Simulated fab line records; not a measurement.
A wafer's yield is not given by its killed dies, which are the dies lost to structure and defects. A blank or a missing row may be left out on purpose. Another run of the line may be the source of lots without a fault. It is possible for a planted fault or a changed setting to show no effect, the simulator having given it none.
Matching of chambers    flow nand harc    NHARC_P_M0_STRIP_18 on rie diel-08 has 4 sister chambers
The step strips in N2/H2. 27 wafers are shown with their chamber, then 12 later ones without.

## WAFERS, EACH WITH ITS CHAMBER
wafer   chamber  showerhead plenum p Torr (Torr)  oes product au (a.u.)  rf vpp V (V)
L074.3  2        1.93                             1.017                  89.6
L074.5  2        1.93                             1.015                  90.8
L074.6  1        2.01                             0.996                  89.6
L075.2  0        2.01                             1.008                  90.2
L075.3  1        2.01                             0.989                  91.2
L075.6  2        1.93                             1.005                  89.8
L076.1  1        2.01                             0.999                  90.5
L076.4  2        1.93                             1.011                  88.4
L076.6  3        2.09                             1.000                  91.6
L077.1  3        2.09                             0.993                  91.7
L077.3  1        2.01                             0.983                  89.9
L077.6  1        2.01                             0.983                  89.8
L080.1  2        1.93                             1.002                  91.6
L080.2  0        2.00                             0.986                  90.3
L080.3  3        2.09                             0.988                  89.6
L082.2  1        2.01                             1.003                  89.0
L082.3  2        1.92                             1.009                  89.6
L082.4  0        2.00                             1.006                  90.5
L087.2  1        2.00                             1.009                  90.3
L087.4  2        1.92                             0.998                  89.4
L087.5  0        2.00                             1.001                  90.5
L088.1  0        2.00                             0.997                  89.5
L088.2  3        2.09                             1.002                  91.6
L088.6  1        2.00                             1.000                  90.7
L089.2  2        1.92                             1.000                  90.4
L089.5  0        2.00                             0.996                  90.6
L089.6  3        2.09                             0.997                  91.2

SIGNATURES, as means of the wafers listed above
reading                   chamber 0  chamber 1  chamber 2  chamber 3  scatter within a chamber
showerhead plenum p Torr  2.0017     2.0075     1.9263     2.0900     0.00428
oes product au            0.99900    0.99525    1.00712    0.99600    0.00783
rf vpp V                  90.267     90.125     89.950     91.140     0.777
Rule: for each reading, subtract the chamber's mean from the wafer's reading, divide by that reading's scatter and square the result; add these up over the readings and take the root, which gives the wafer's distance from the chamber. If the next closest chamber is less than 2 further off than the closest, the wafer can't be placed; otherwise it belongs to the closest. The scatter: take each reading less its chamber's mean, square it, sum over the shown wafers, divide by the number of wafers less the number of chambers, and take the root.

## WAFERS WHOSE CHAMBER IS MISSING
wafer   showerhead plenum p Torr (Torr)  oes product au (a.u.)  rf vpp V (V)
L093.1  2.00                             0.992                  90.7
L093.4  2.08                             0.989                  90.4
L093.6  1.92                             1.001                  89.6
L094.2  2.08                             0.991                  89.5
L094.3  2.00                             0.997                  90.2
L094.6  2.08                             0.989                  91.3
L096.1  2.08                             1.002                  91.5
L096.2  2.00                             1.000                  91.4
L096.6  2.00                             1.002                  89.7
L097.1  2.00                             1.003                  89.6
L097.2  2.08                             1.004                  93.5
L097.5  1.92                             1.006                  89.9

## WHICH CHAMBER EACH ONE RAN IN
wafer   from the rows above      in truth
L093.1  can't be placed: 0 or 1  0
L093.4  3                        3
L093.6  2                        2
L094.2  3                        3
L094.3  can't be placed: 0 or 1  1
L094.6  3                        3
L096.1  3                        3
L096.2  can't be placed: 0 or 1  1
L096.6  can't be placed: 0 or 1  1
L097.1  can't be placed: 0 or 1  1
L097.2  3                        3
L097.5  2                        2
Placed correctly: 7 of 12. Cannot be placed on the basis of these rows: 5; the candidates contain the true chamber in 5. Placed wrongly: 0.
